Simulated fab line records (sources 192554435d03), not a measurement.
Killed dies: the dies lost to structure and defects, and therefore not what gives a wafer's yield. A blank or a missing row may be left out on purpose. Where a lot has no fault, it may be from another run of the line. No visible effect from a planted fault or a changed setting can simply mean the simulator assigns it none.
fab line records	flow n5Finfet
record: lots: 9	wafers: 27	lastDay: 17
route steps=1938 shown FIN_CUT@178 STI_FIN_REVEAL@183 BEOL_M4@1111
lots that met no fault: from a run of the same line without faults
startH: hours from the record's first day to the start of the lot's first wafer shown	waitH: time in hours since the lot's previous step	" the same as in the row above	L1.1+2: a single row standing in for several wafers	- no value present, or no start provided	* or withheld: withheld	< > ~ a bound
route shown NAME@n: a module of which the file shows steps, and the number in the route of the first	usual: mean and standard deviation over wafers with no fault	same: alike in all rows	chamber/n: place in a boat	sites: readings site by site	_std_site: how widely they spread, as a standard deviation	_edge_site: outer sites' mean less inner sites'	radiusMm: for every site, how far away it sits from the centre of the wafer	mask NAME#n: copy n	behind: the tool/chamber that last shaped the wafer	hold: the reason the lot was held/the length of the hold in hours/how it ended	device: which transistor (n, p or np) failed to switch	end of line: the tests these same wafers got at the end of their route	for a step that has no rows: nothing shown but its recipe	killed: at the first sort, the dies lost to defects and structure; wafer yield is something else	map: per-die view of a wafer (x killed, . not killed, _ where there is no die)
set.NAME: the run value of the setting; set.NAME@STEP: its run value at that earlier step	model.NAME: the simulator's own value behind a step, which no gauge read
one table for each step of the route and one row for each wafer, over a sample of lots
services: when a tool's chamber went out of use (startH, in hours from the record's first day, below 0 if earlier), for how many hours, and the reason
== steps ==
step: N5_FIN_CUT_STRIP_22
recipe: chemistry: N2/H2	powerW: 500	tempC: 40	pressureMtorr: 50	rfFrequencyHz: 6e+07	overashFraction: 0.3	biasPowerW: 8	h2Frac: 0.5	n2FlowSccm: 300	h2FlowSccm: 300
usual: drypumpMotorCurrentA: 5.8/0.5	oesProductAu: 0.74/0.033	powerW: 500.0/1.4	rfVppV: 53.8/2.6	showerheadPlenumPTorr: 3.33/0.078	throttleValvePct: 19.01/0.3
lot.wafer	tool	chamber	startH	waitH	drypumpMotorCurrentA	oesProductAu	powerW	rfHoursCounterH	rfVppV	showerheadPlenumPTorr	throttleValvePct
L571.1	rieDiel-04	3	32.81	0.0	5.7	0.74	499.4	199	51.4	3.19	18.94
L571.4	"	1	"	"	6.6	0.82	500.6	115	51.7	3.25	19.24
L571.5	"	1	"	"	6.6	0.80	500.7	-	55.8	3.25	19.28
L572.3	rieDiel-04	0	34.62	0.0	6.1	0.74	500.0	137	55.7	3.36	18.59
L572.5	"	2	"	"	5.5	0.79	498.3	-	52.7	3.51	18.72
L572.6	"	1	"	"	6.6	0.81	499.9	-	48.1	3.25	19.26
L573.1	rieDiel-05	3	42.61	0.1	5.6	0.75	499.4	159	51.5	3.35	19.15
L573.3	"	1	"	"	6.8	0.73	500.7	165	55.2	3.35	18.98
L573.5	"	2	"	"	5.5	0.73	501.2	-	48.3	3.33	19.17
L579.2	rieDiel-04	3	76.50	0.1	5.7	0.71	498.5	212	51.8	3.19	19.01
L579.4	"	1	"	"	6.6	0.79	499.4	129	53.3	3.24	19.31
L579.5	"	0	"	"	6.1	0.75	608.5	-	52.2	3.35	18.63
L580.1	rieDiel-04	2	83.70	0.1	5.5	0.76	499.3	139	49.9	3.50	18.75
L580.2	"	1	"	"	6.6	0.79	499.1	131	56.3	3.24	19.33
L580.5	"	0	"	"	6.2	0.75	605.3	-	58.2	3.35	18.61
L584.3	rieDiel-02	1	105.78	0.0	5.9	0.69	500.7	242	53.9	3.19	18.82
L584.5	"	2	"	"	5.6	0.78	499.8	-	56.5	3.39	18.59
L584.6	"	1	"	"	5.9	0.70	500.4	-	53.9	3.19	18.83
L586.1	rieDiel-02	3	119.05	0.0	4.7	0.76	500.2	165	56.6	3.36	19.16
L586.4	"	0	"	"	5.9	0.73	503.8	196	54.9	3.33	19.53
L586.6	"	1	"	"	5.9	0.70	500.5	-	50.5	3.19	18.85
L588.1	rieDiel-02	3	130.86	0.2	4.7	0.76	498.6	169	53.9	3.35	19.18
L588.4	"	1	"	"	5.9	0.68	501.0	248	52.0	3.19	18.80
L588.5	"	1	"	"	5.9	0.70	500.8	-	57.4	3.19	18.86
L592.3	rieDiel-05	2	154.50	0.0	5.5	0.71	500.0	235	51.3	3.31	19.20
L592.5	"	2	"	"	5.5	0.71	501.1	-	56.9	3.31	19.22
L592.6	"	3	"	"	5.6	0.72	500.1	-	54.4	3.33	19.23
step: N5_STI_FIN_REVEAL_ALD_00
recipe: material: SiO2	targetThkA: 10	tempC: 300	aldPrecursorFamily: BDEAS	aldCoReactant: O2-plasma	pulseTimeS: 1	pressureTorr: 2
usual: chamberPressureTorr: 2.000/0.004	heaterPowerW: 466/52	precursorPulseHeightRel: 0.999/0.02
lot.wafer	tool	chamber	startH	waitH	chamberPressureTorr	heaterPowerW	precursorPulseHeightRel
L571.1	aldSin-04	2	33.00	0.0	2.003	435	0.965
L571.4	"	3	"	"	2.005	439	0.973
L571.5	"	0	"	"	2.005	519	0.991
L572.3	aldSin-04	1	34.81	0.0	2.001	497	1.011
L572.5	"	3	"	"	2.001	428	0.991
L572.6	"	2	"	"	1.995	430	1.001
L573.1	aldSin-04	3	42.81	0.0	1.993	431	1.000
L573.3	"	1	"	"	2.000	478	1.027
L573.5	"	3	"	"	2.000	426	1.026
L579.2	aldSin-02	0	76.73	0.1	2.000	577	0.998
L579.4	"	1	"	"	2.006	425	1.025
L579.5	"	0	"	"	2.001	583	0.985
L580.1	aldSin-04	2	83.92	0.0	1.999	427	0.999
L580.2	"	0	"	"	2.001	490	0.992
L580.5	"	1	"	"	2.001	492	1.010
L584.3	aldSin-01	1	105.99	0.0	2.000	494	1.022
L584.5	"	3	"	"	1.997	451	1.036
L584.6	"	2	"	"	1.991	436	0.987
L586.1	aldSin-04	1	119.27	0.1	2.001	499	0.987
L586.4	"	3	"	"	2.001	435	0.981
L586.6	"	0	"	"	1.998	507	0.978
L588.1	aldSin-02	0	131.06	0.0	2.005	560	1.010
L588.4	"	1	"	"	2.001	437	0.989
L588.5	"	3	"	"	2.001	363	0.998
L592.3	aldSin-02	1	154.69	0.0	1.999	428	1.016
L592.5	"	1	"	"	2.003	426	1.002
L592.6	"	0	"	"	2.008	568	1.009
step: N5_STI_FIN_REVEAL_ALD_14
recipe: material: Si3N4	targetThkA: 30	tempC: 400	aldPrecursorFamily: SiH2I2	aldCoReactant: N2/H2-plasma	pressureTorr: 2
usual: chamberPressureTorr: 1.999/0.0046	heaterPowerW: 833/92
lot.wafer	tool	chamber	startH	waitH	chamberPressureTorr	heaterPowerW
L571.1	aldSin-04	2	33.05	0.0	2.008	754
L571.4	"	3	"	"	1.995	782
L571.5	"	0	"	"	2.004	894
L572.3	aldSin-04	1	34.86	0.0	1.998	879
L572.5	"	3	"	"	2.000	772
L572.6	"	2	"	"	2.000	799
L573.1	aldSin-04	3	42.86	0.0	1.993	765
L573.3	"	1	"	"	2.002	892
L573.5	"	3	"	"	1.998	783
L579.2	aldSin-02	0	76.78	0.0	1.991	1037
L579.4	"	1	"	"	2.004	760
L579.5	"	0	"	"	1.995	1047
L580.1	aldSin-04	2	83.97	0.0	1.999	775
L580.2	"	0	"	"	1.995	903
L580.5	"	1	"	"	2.005	888
L584.3	aldSin-01	1	106.04	0.0	1.999	876
L584.5	"	3	"	"	1.998	826
L584.6	"	2	"	"	1.998	778
L586.1	aldSin-04	1	119.32	0.0	1.995	904
L586.4	"	3	"	"	1.999	772
L586.6	"	0	"	"	2.003	908
L588.1	aldSin-02	0	131.11	0.0	1.997	1000
L588.4	"	1	"	"	1.998	791
L588.5	"	3	"	"	2.000	664
L592.3	aldSin-02	1	154.74	0.0	1.997	767
L592.5	"	1	"	"	1.999	764
L592.6	"	0	"	"	1.992	997
step: N5_STI_FIN_REVEAL_STRIP_24
recipe: chemistry: N2/H2	timeS: 90	powerW: 100	tempC: 40	pressureMtorr: 100	rfFrequencyHz: 6e+07	biasPowerW: 3	n2FlowSccm: 300	h2FlowSccm: 300
usual: drypumpMotorCurrentA: 5.8/0.41	oesProductAu: 0.81/0.074	rfVppV: 45.4/0.8	showerheadPlenumPTorr: 3.40/0.1	throttleValvePct: 12.21/0.25
lot.wafer	tool	chamber	startH	waitH	drypumpMotorCurrentA	oesProductAu	rfHoursCounterH	rfVppV	showerheadPlenumPTorr	throttleValvePct
L571.1	rieDiel-06	1	38.90	0.0	5.8	0.89	33	45.8	3.30	12.27
L571.4	"	0	"	"	5.8	0.81	-	45.0	3.42	12.14
L571.5	"	1	"	"	5.8	0.90	-	44.6	3.30	12.26
L572.3	rieDiel-06	3	40.64	0.0	5.4	0.92	34	45.4	3.44	11.88
L572.5	"	1	"	"	5.8	0.89	-	45.0	3.30	12.25
L572.6	"	0	"	"	5.8	0.81	-	46.4	3.42	12.12
L573.1	rieDiel-06	0	49.47	0.0	5.8	0.81	92	46.2	3.41	12.13
L573.3	"	1	"	"	5.8	0.88	38	44.7	3.30	12.28
L573.5	"	2	"	"	6.8	0.79	-	45.7	3.38	12.41
L579.2	rieDiel-06	1	82.39	0.0	5.8	0.86	50	46.0	3.29	12.32
L579.4	"	0	"	"	5.8	0.79	106	45.1	3.41	12.18
L579.5	"	3	"	"	5.4	0.88	-	45.1	3.43	11.92
L580.1	rieDiel-01	1	89.60	0.0	5.5	0.85	73	44.9	3.42	11.77
L580.2	"	2	"	"	5.9	0.77	153	46.4	3.52	12.42
L580.5	"	1	"	"	5.5	0.86	-	44.2	3.42	11.78
L584.3	rieDiel-06	3	111.65	0.0	5.4	0.87	61	46.4	3.42	11.95
L584.5	"	3	"	"	5.4	0.87	-	46.1	3.42	11.97
L584.6	"	0	"	"	5.8	0.79	-	44.1	3.40	12.19
L586.1	rieDiel-06	2	125.18	0.0	6.8	0.76	157	44.3	3.36	12.49
L586.4	"	1	"	"	5.8	0.85	64	46.3	3.28	12.36
L586.6	"	3	"	"	5.4	0.86	-	44.6	3.42	11.97
L588.1	rieDiel-06	2	136.77	0.0	6.9	0.76	161	44.8	3.36	12.50
L588.4	"	1	"	"	5.8	0.85	69	43.5	3.28	12.36
L588.5	"	1	"	"	5.8	0.84	-	44.9	3.28	12.35
L592.3	rieDiel-01	1	160.35	0.0	5.6	0.83	102	45.6	3.40	11.84
L592.5	"	0	"	"	5.5	0.91	-	46.0	3.32	12.41
L592.6	"	1	"	"	5.5	0.83	-	45.9	3.40	11.82
step: N5_BEOL_M4_RC_MEAS_101
usual: DIBL_N: 36.3/1.2	DIBL_P: 36.3/1.4	IOFF_N: 0.157/0.02	IOFF_P: 0.22/0.033	ION_N: 675/9.6	ION_P: 465/8.2	SS_N: 71.4/0.45	SS_P: 73.3/0.54	VT_N: 249.8/2.5	VT_P: -249/3.2
lot.wafer	tool	chamber	startH	waitH	DIBL_N[mV/V]	DIBL_P[mV/V]	IOFF_N[nA/um]	IOFF_P[nA/um]	ION_N[uA/um]	ION_P[uA/um]	SS_N[mV/dec]	SS_P[mV/dec]	VT_N[mV]	VT_P[mV]
L571.1	prober-01	0	170.35	0.0	37.2	38.5	0.169	0.23	681	466	71.4	72.8	246.2	-249
L571.4	"	0	"	"	36.6	37.3	0.150	0.21	676	467	71.6	72.7	249.8	-251
L571.5	"	0	"	"	35.3	36.4	0.137	0.20	661	457	71.5	73.0	251.9	-252
L573.1	prober-01	0	187.88	0.0	34.6	34.8	0.128	0.16	665	455	71.2	72.0	251.3	-256
L573.3	"	0	"	"	35.1	34.9	0.132	0.17	662	453	71.7	72.3	251.7	-253
L573.5	"	0	"	"	35.3	35.1	0.137	0.17	668	455	71.2	71.9	253.9	-254
L572.3	prober-02	0	203.36	0.3	36.7	37.4	0.161	0.24	684	475	72.0	73.4	247.5	-247
L572.5	"	0	"	"	37.9	38.7	0.190	0.26	687	467	71.9	74.0	248.9	-249
L572.6	"	0	"	"	36.8	37.3	0.162	0.23	678	468	71.4	74.3	249.6	-249
L580.1	prober-01	0	232.27	0.4	34.2	35.7	0.151	0.23	686	468	71.2	72.6	248.1	-247
L580.2	"	0	"	"	34.5	36.1	0.159	0.23	670	470	71.8	72.4	245.6	-248
L580.5	"	0	"	"	35.3	37.5	0.177	0.26	692	475	71.6	72.8	247.1	-246
L579.2	prober-01	0	248.07	0.2	37.8	36.3	0.164	0.23	671	462	72.0	73.7	251.0	-246
L579.4	"	0	"	"	37.8	36.7	0.176	0.25	688	474	71.1	73.4	247.2	-245
L579.5	"	0	"	"	37.6	35.7	0.170	0.23	684	472	71.6	73.5	248.2	-247
L584.3	prober-01	0	252.24	0.3	34.5	34.8	0.155	0.19	679	468	71.6	73.8	249.4	-252
L584.5	"	0	"	"	34.2	34.3	0.146	0.18	681	459	70.7	72.8	247.7	-255
L584.6	"	0	"	"	33.8	34.0	0.141	0.17	670	459	71.5	72.9	248.8	-256
L586.1	prober-02	0	284.71	0.0	36.3	36.0	0.133	0.20	666	461	71.5	72.2	254.8	-251
L586.4	"	0	"	"	37.1	36.6	0.149	0.21	677	464	71.6	72.6	251.3	-247
L586.6	"	0	"	"	37.9	38.3	0.163	0.24	686	477	71.9	74.0	249.4	-248
L588.1	prober-02	0	299.64	0.0	35.0	35.0	0.143	0.25	674	464	72.2	73.6	251.8	-248
L588.4	"	0	"	"	35.3	35.0	0.149	0.23	677	472	71.7	73.6	252.1	-247
L588.5	"	0	"	"	34.5	33.3	0.137	0.21	687	473	71.4	73.2	250.9	-248
L592.3	prober-02	0	315.34	0.3	37.2	37.3	0.186	0.26	691	481	71.4	74.0	247.1	-246
L592.5	"	0	"	"	37.1	36.7	0.174	0.25	683	473	71.6	74.1	249.6	-247
L592.6	"	0	"	"	35.9	34.6	0.154	0.22	689	474	70.7	73.9	253.2	-250
== services ==
tool	chamber	startH	hours	kind
rieDiel-02	0	11.41	4.6	repair
aldSin-04	-	14.48	4.3	pm
aldSin-01	-	16.84	1.0	repair
rieDiel-01	0	22.00	9.5	repair
aldSin-04	-	23.27	0.2	repair
aldSin-01	3	23.75	1.8	repair
rieDiel-02	-	27.28	15.6	pm
rieDiel-06	2	33.40	8.3	repair
rieDiel-01	-	36.17	0.3	repair
rieDiel-01	-	42.23	28.1	pm
aldSin-01	-	52.18	6.0	pm
aldSin-02	2	66.15	-	calibration
aldSin-04	3	85.24	15.2	repair
aldSin-02	-	85.25	14.0	pm
aldSin-02	0	85.25	14.0	ventCycle
aldSin-02	1	85.25	14.0	ventCycle
aldSin-02	2	85.25	14.0	ventCycle
aldSin-02	3	85.25	14.0	ventCycle
rieDiel-02	3	86.41	11.3	repair
aldSin-01	3	89.03	4.4	repair
rieDiel-04	3	97.35	10.8	repair
rieDiel-04	-	100.48	4.0	repair
rieDiel-01	3	105.15	7.8	repair
rieDiel-02	-	139.51	0.9	repair
== key ==
firstSign: step: N5_FIN_CUT_STRIP_22	reading: powerW	direction: up	sigmas: 76	usual: *	struck: *
effect none on later readings
metAt N5_FIN_CUT_STRIP_22
struckLots L579,L580
struckWafers L579.5,L580.5
notActingAt N5_STI_FIN_REVEAL_ALD_00,N5_STI_FIN_REVEAL_ALD_14,N5_STI_FIN_REVEAL_STRIP_24
onsetBetween 34.62 76.50
fault: kind: processParameterDrift	tool: rieDiel-04	chamber: 0	onsetH: 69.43	steps: N5_FIN_CUT_STRIP_22	channel: powerW	offset: *	shape: step	endH: 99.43	actsIn: *	stated: *
